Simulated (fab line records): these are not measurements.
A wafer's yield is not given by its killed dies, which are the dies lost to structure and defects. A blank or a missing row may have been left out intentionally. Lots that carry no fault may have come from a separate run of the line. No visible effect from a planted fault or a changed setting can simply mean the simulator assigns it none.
Which tool is to blame? || flow n5 finfet || 11 lots, 33 wafers sampled, at 3 steps of a route of 1938

WHAT THE GAUGES SHOWED, per wafer
N5_BEOL_M15_CD_MEAS_17 targets a cd of 360 nm. Usual: cd nm 361.3 nm, standard deviation 1.7.
{"lot": "L413", "measured": "day 12 09:22", "on": "cd sem-01", "cd nm (nm)": "361.3 361.4 362.2", "flag": ""}
{"lot": "L416", "measured": "day 12 17:59", "on": "cd sem-02", "cd nm (nm)": "361.9 364.3 361.8", "flag": ""}
{"lot": "L418", "measured": "day 12 20:26", "on": "cd sem-02", "cd nm (nm)": "359.9 360.0 361.3", "flag": ""}
{"lot": "L414", "measured": "day 12 22:55", "on": "cd sem-01", "cd nm (nm)": "358.7 357.7 359.5", "flag": ""}
{"lot": "L417", "measured": "day 13 10:49", "on": "cd sem-01", "cd nm (nm)": "364.8 363.7 362.4", "flag": ""}
{"lot": "L420", "measured": "day 13 19:10", "on": "cd sem-02", "cd nm (nm)": "361.4 361.1 360.7", "flag": ""}
{"lot": "L426", "measured": "day 17 11:49", "on": "cd sem-02", "cd nm (nm)": "362.3 359.8 361.5", "flag": ""}
{"lot": "L432", "measured": "day 18 03:01", "on": "cd sem-02", "cd nm (nm)": "357.7 360.2 362.1", "flag": ""}
{"lot": "L430", "measured": "day 18 15:47", "on": "cd sem-01", "cd nm (nm)": "361.0 360.6 361.6", "flag": ""}
{"lot": "L436", "measured": "day 19 00:25", "on": "cd sem-01", "cd nm (nm)": "359.7 360.4 360.0", "flag": ""}
{"lot": "L435", "measured": "day 19 20:25", "on": "cd sem-03", "cd nm (nm)": "360.3 360.9 360.9", "flag": ""}

TOOL THAT RAN EACH LOT (tool first, then ch and the chambers of the sampled wafers, then the start)
{"lot": "L413", "N5_BEOL_M14_ANNEAL_48": "rtp anneal-02 ch 0, day 12 07:26", "N5_BEOL_M15_VIA_ETCH_16": "rie diel-03 ch 0,2, day 12 08:58"}
{"lot": "L416", "N5_BEOL_M14_ANNEAL_48": "rtp anneal-01 ch 0, day 12 15:19", "N5_BEOL_M15_VIA_ETCH_16": "rie diel-02 ch 0,3, day 12 17:34"}
{"lot": "L418", "N5_BEOL_M14_ANNEAL_48": "rtp anneal-02 ch 0, day 12 18:26", "N5_BEOL_M15_VIA_ETCH_16": "rie diel-03 ch 0,2,3, day 12 20:01"}
{"lot": "L414", "N5_BEOL_M14_ANNEAL_48": "rtp anneal-01 ch 0, day 12 20:53", "N5_BEOL_M15_VIA_ETCH_16": "rie diel-02 ch 1,3, day 12 22:30"}
{"lot": "L417", "N5_BEOL_M14_ANNEAL_48": "rtp anneal-01 ch 0, day 13 08:46", "N5_BEOL_M15_VIA_ETCH_16": "rie diel-06 ch 1,2,3, day 13 10:24"}
{"lot": "L420", "N5_BEOL_M14_ANNEAL_48": "rtp anneal-02 ch 0, day 13 17:01", "N5_BEOL_M15_VIA_ETCH_16": "rie diel-06 ch 0,2,3, day 13 18:45"}
{"lot": "L426", "N5_BEOL_M14_ANNEAL_48": "rtp anneal-01 ch 0, day 17 09:45", "N5_BEOL_M15_VIA_ETCH_16": "rie diel-03 ch 0,2, day 17 11:25"}
{"lot": "L432", "N5_BEOL_M14_ANNEAL_48": "rtp anneal-02 ch 0, day 18 00:59", "N5_BEOL_M15_VIA_ETCH_16": "rie diel-06 ch 0,1, day 18 02:34"}
{"lot": "L430", "N5_BEOL_M14_ANNEAL_48": "rtp anneal-02 ch 0, day 18 13:37", "N5_BEOL_M15_VIA_ETCH_16": "rie diel-02 ch 0,2, day 18 15:23"}
{"lot": "L436", "N5_BEOL_M14_ANNEAL_48": "rtp anneal-01 ch 0, day 18 22:29", "N5_BEOL_M15_VIA_ETCH_16": "rie diel-06 ch 0,2, day 19 00:00"}
{"lot": "L435", "N5_BEOL_M14_ANNEAL_48": "rtp anneal-02 ch 0, day 19 18:32", "N5_BEOL_M15_VIA_ETCH_16": "rie diel-06 ch 0,1,3, day 19 20:00"}
- N5_BEOL_M14_ANNEAL_48: time 90 s.
- N5_BEOL_M15_VIA_ETCH_16: etches SiO2 in C4F8/O2/Ar, target depth 1792.2 nm.

AS READ BY THE TOOLS THEMSELVES (means over the sampled wafers that have a number; for cases with no such wafer, the mark the record gives instead)
N5_BEOL_M14_ANNEAL_48. Usual: anneal temp c max 226.2, standard deviation 0.72; wafer_temp_C_max 226.05, standard deviation 0.29.
{"lot": "L413", "tool": "rtp anneal-02", "anneal temp c max": 226.9, "wafer_temp_C_max": 226.29, "flag": ""}
{"lot": "L416", "tool": "rtp anneal-01", "anneal temp c max": 225.6, "wafer_temp_C_max": 225.88, "flag": ""}
{"lot": "L418", "tool": "rtp anneal-02", "anneal temp c max": 226.6, "wafer_temp_C_max": 226.12, "flag": ""}
{"lot": "L414", "tool": "rtp anneal-01", "anneal temp c max": 225.5, "wafer_temp_C_max": 225.81, "flag": ""}
{"lot": "L417", "tool": "rtp anneal-01", "anneal temp c max": 225.6, "wafer_temp_C_max": 225.97, "flag": ""}
{"lot": "L420", "tool": "rtp anneal-02", "anneal temp c max": 226.9, "wafer_temp_C_max": 226.24, "flag": ""}
{"lot": "L426", "tool": "rtp anneal-01", "anneal temp c max": 225.5, "wafer_temp_C_max": 225.87, "flag": ""}
{"lot": "L432", "tool": "rtp anneal-02", "anneal temp c max": 227.4, "wafer_temp_C_max": 226.22, "flag": ""}
{"lot": "L430", "tool": "rtp anneal-02", "anneal temp c max": 227.1, "wafer_temp_C_max": 226.45, "flag": ""}
{"lot": "L436", "tool": "rtp anneal-01", "anneal temp c max": 225.7, "wafer_temp_C_max": 226.12, "flag": ""}
{"lot": "L435", "tool": "rtp anneal-02", "anneal temp c max": 226.8, "wafer_temp_C_max": 226.14, "flag": ""}

N5_BEOL_M15_VIA_ETCH_16. Usual: chamber pressure mTorr 20.001 mTorr, standard deviation 0.018; drypump motor current A 5.6 A, standard deviation 0.46; mfc ar sccm 400.0 sccm, standard deviation 1.3; oes product au 0.73 a.u., standard deviation 0.075; rf vpp V 2219 V, standard deviation 20; showerhead plenum p Torr 3.45 Torr, standard deviation 0.12; throttle valve pct 30.90 %, standard deviation 0.18.
{"lot": "L413", "tool": "rie diel-03", "chamber pressure mTorr (mTorr)": 20.005, "drypump motor current A (A)": 5.1, "mfc ar sccm (sccm)": 400.0, "oes product au (a.u.)": 0.82, "rf vpp V (V)": 2236, "showerhead plenum p Torr (Torr)": 3.55, "throttle valve pct (%)": 30.80, "flag": ""}
{"lot": "L416", "tool": "rie diel-02", "chamber pressure mTorr (mTorr)": 20.023, "drypump motor current A (A)": 5.7, "mfc ar sccm (sccm)": 398.4, "oes product au (a.u.)": 0.74, "rf vpp V (V)": 2197, "showerhead plenum p Torr (Torr)": 3.35, "throttle valve pct (%)": 30.99, "flag": ""}
{"lot": "L418", "tool": "rie diel-03", "chamber pressure mTorr (mTorr)": 20.012, "drypump motor current A (A)": 5.2, "mfc ar sccm (sccm)": 399.8, "oes product au (a.u.)": 0.78, "rf vpp V (V)": 2235, "showerhead plenum p Torr (Torr)": 3.54, "throttle valve pct (%)": 30.75, "flag": ""}
{"lot": "L414", "tool": "rie diel-02", "chamber pressure mTorr (mTorr)": 20.012, "drypump motor current A (A)": 6.0, "mfc ar sccm (sccm)": 399.3, "oes product au (a.u.)": 0.72, "rf vpp V (V)": 2201, "showerhead plenum p Torr (Torr)": 3.38, "throttle valve pct (%)": 31.12, "flag": ""}
{"lot": "L417", "tool": "rie diel-06", "chamber pressure mTorr (mTorr)": 19.997, "drypump motor current A (A)": 5.8, "mfc ar sccm (sccm)": 399.3, "oes product au (a.u.)": 0.63, "rf vpp V (V)": 2218, "showerhead plenum p Torr (Torr)": 3.41, "throttle valve pct (%)": 31.05, "flag": ""}
{"lot": "L420", "tool": "rie diel-06", "chamber pressure mTorr (mTorr)": 19.988, "drypump motor current A (A)": 5.7, "mfc ar sccm (sccm)": 400.6, "oes product au (a.u.)": 0.70, "rf vpp V (V)": 2204, "showerhead plenum p Torr (Torr)": 3.36, "throttle valve pct (%)": 30.94, "flag": ""}
{"lot": "L426", "tool": "rie diel-03", "chamber pressure mTorr (mTorr)": 19.995, "drypump motor current A (A)": 5.1, "mfc ar sccm (sccm)": 400.5, "oes product au (a.u.)": 0.76, "rf vpp V (V)": 2235, "showerhead plenum p Torr (Torr)": 3.53, "throttle valve pct (%)": 30.83, "flag": ""}
{"lot": "L432", "tool": "rie diel-06", "chamber pressure mTorr (mTorr)": 20.000, "drypump motor current A (A)": 5.3, "mfc ar sccm (sccm)": 398.5, "oes product au (a.u.)": 0.80, "rf vpp V (V)": 2213, "showerhead plenum p Torr (Torr)": 3.41, "throttle valve pct (%)": 30.92, "flag": ""}
{"lot": "L430", "tool": "rie diel-02", "chamber pressure mTorr (mTorr)": 19.996, "drypump motor current A (A)": 5.8, "mfc ar sccm (sccm)": 401.3, "oes product au (a.u.)": 0.70, "rf vpp V (V)": 2205, "showerhead plenum p Torr (Torr)": 3.40, "throttle valve pct (%)": 30.95, "flag": ""}
{"lot": "L436", "tool": "rie diel-06", "chamber pressure mTorr (mTorr)": 19.978, "drypump motor current A (A)": 6.0, "mfc ar sccm (sccm)": 399.4, "oes product au (a.u.)": 0.67, "rf vpp V (V)": 2197, "showerhead plenum p Torr (Torr)": 3.30, "throttle valve pct (%)": 30.79, "flag": ""}
{"lot": "L435", "tool": "rie diel-06", "chamber pressure mTorr (mTorr)": 20.025, "drypump motor current A (A)": 5.4, "mfc ar sccm (sccm)": 400.8, "oes product au (a.u.)": 0.80, "rf vpp V (V)": 2217, "showerhead plenum p Torr (Torr)": 3.42, "throttle valve pct (%)": 30.95, "flag": ""}

THE ANSWER, worked out from the rows above alone
Rule: take the mean of a lot's wafers that have a number; if it is more than 3 standard deviations from the usual mean, the lot is off. Also off: a lot with no number at a reading for which 4 or more lots have one. All remaining lots with rows at the step are treated as sound. First the gauges in route order, then the tools' own readings, where a lot's mean is used as printed above. The first step at which some lot is off is used, and at that step the reading that is off furthest; a lot without a number counts as furthest.
No lot is off at any reading shown: from this, nothing can be told.

WHAT THE SIMULATOR HAD PUT IN
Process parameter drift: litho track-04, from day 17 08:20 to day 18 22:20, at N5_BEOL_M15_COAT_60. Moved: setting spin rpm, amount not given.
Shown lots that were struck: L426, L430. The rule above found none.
